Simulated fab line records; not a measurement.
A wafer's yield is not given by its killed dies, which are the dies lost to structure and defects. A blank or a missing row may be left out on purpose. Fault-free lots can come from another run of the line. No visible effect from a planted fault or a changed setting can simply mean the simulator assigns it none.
A lot that was struck, set against a sound lot + flow n5 finfet + 16 steps out of a route of 1938
Sound: wafers L107.2, L107.5, L107.6. Struck: wafer L119.3 (left out: L119.2, L119.5 of the same lot, which were not struck); the cause appears at the end.
Order at every step that has rows: each side's tool, ch and its chambers, its first start. Under that, the readings that differ: sound wafers + struck wafers + difference of the means + sigmas: that difference in standard deviations of wafers without a fault.
alike: readings whose means differ by less than 2 such deviations, and words and numbers that are the same on both sides. not compared: withheld readings, readings that some wafer has no value for, bounds like >300 that may hide the same value, and numbers for which the record gives no deviation and whose values overlap.
Wherever a step has rows on one side only, a row that says differs or no value, or a row with sigmas, the two part there. Numbers that don't overlap but have no deviation are shown without sigmas and don't part them. A reading that every wafer of one side lacks parts them only if that side has two wafers or more.

first, 7 steps without rows for these wafers: N5_BEOL_M0_SAQP_COAT_82 (time 60 s, resist thk 30 nm); N5_BEOL_M0_SAQP_COAT_08 (resist thk 90 nm); N5_BEOL_M0_SAQP_EBR_10; N5_BEOL_M0_SAQP_SOFTBAKE_09 (time 60 s); N5_BEOL_M0_SAQP_EXPOSE_11 (exposes mask M0 CORE, target cd 42 nm); N5_BEOL_M0_SAQP_PEB_12 (peb time 60 s); N5_BEOL_M0_SAQP_DEVELOP_13 (develop time 30 s).
N5_BEOL_M0_SAQP_CD_MEAS_14: the cd target is 42.5 nm.
  sound on cd sem-02 ch 0, day 7 08:40; struck on cd sem-02 ch 0, day 10 08:38
  alike: cd nm
N5_BEOL_M0_SAQP_OVL_MEAS_15:
  sound on overlay-01 ch 0, day 7 08:41; struck on overlay-01 ch 0, day 10 08:40
  alike: M0_CORE_OVL
N5_BEOL_M0_SAQP_INSPECT_16: inspects for defects (brightfield).
  sound on defect inspect-01, day 7 08:43; struck on defect inspect-02, day 10 08:41
| reading          | sound       | struck | difference | sigmas |
|------------------|-------------|--------|------------|--------|
| raw defect count | 333 343 330 | 734    | +399       | +3     |
N5_BEOL_M0_SAQP_DESCUM_19: chemistry O2, time 7.9 s.
  sound on rie diel-02 ch 1,2,3, day 7 08:49; struck on rie diel-05 ch 3, day 10 08:43
  alike: drypump motor current A, oes product au, rf vpp V, showerhead plenum p Torr, throttle valve pct
  not compared: rf hours counter h
N5_BEOL_M0_SAQP_ETCH_83: etches SiARC in CF4, target depth 39 nm, time 65 s.
  sound on rie diel-02 ch 1,2,3, day 7 08:52; struck on rie diel-05 ch 3, day 10 08:45
  alike: drypump motor current A, etch rf on time s, oes product au, rf vpp V, showerhead plenum p Torr, throttle valve pct
  not compared: rf hours counter h
N5_BEOL_M0_SAQP_ETCH_84: etches SOC in N2/H2, target depth 100 nm, overetch 20 nm, time 150 s.
  sound on rie diel-02 ch 1,2,3, day 7 08:55; struck on rie diel-05 ch 3, day 10 08:48
| reading                                         | sound             | struck | difference | sigmas |
|-------------------------------------------------|-------------------|--------|------------|--------|
| run length s (s)                                | 173.3 173.7 173.8 | 159.9  | -13.7      | -36    |
| model.SiARC_of_BEOL_M0_SAQP_COAT_82.thk nm (nm) | 24 24 24.2        | 24.8   | +0.7       |        |
  alike: drypump motor current A, oes product au, rf vpp V, showerhead plenum p Torr, throttle valve pct
  not compared: rf hours counter h
then, 1 step without rows for these wafers: N5_BEOL_M0_SAQP_STRIP_80 (strips in N2/H2).
-- a jump in the record: the struck wafers' starts before and after are 5 days apart (it breaks off in module BEOL_M0_SAQP and resumes in module BEOL_M4, where the first step shown is number 1111 of the route) --
N5_BEOL_M4_RC_MEAS_101:
  sound on prober-02 ch 0, day 12 06:08; struck on prober-01 ch 0, day 14 23:59
  alike: DIBL_N, DIBL_P, IOFF_N, IOFF_P, ION_N, ION_P, SS_N, SS_P, VT_N, VT_P
-- a jump in the record: the struck wafers' starts before and after are 5 days apart (it breaks off in module BEOL_M4 and resumes in module PASSIVATION, where the first step shown is number 1936 of the route) --
N5_PASSIVATION_PROBE_49:
  sound on prober-02, day 16 16:08; struck on prober-01, day 19 13:25
| reading            | sound    | struck | difference | sigmas |
|--------------------|----------|--------|------------|--------|
| killed at contacts | 23 25 24 | 11     | -13        | -2     |
  alike: defect limited yield, killed_at_M0_to_M3, killed_at_M4_up, killed at front end, killed at other, killed dies, killed open, killed short, sort_bin_5_function, sort_bin_6_memory, sort n pass, sort yield pct

== WHERE THEY PART ==
At N5_BEOL_M0_SAQP_INSPECT_16 first; at N5_PASSIVATION_PROBE_49 last (within this record only).

WHY: what the simulator had put in
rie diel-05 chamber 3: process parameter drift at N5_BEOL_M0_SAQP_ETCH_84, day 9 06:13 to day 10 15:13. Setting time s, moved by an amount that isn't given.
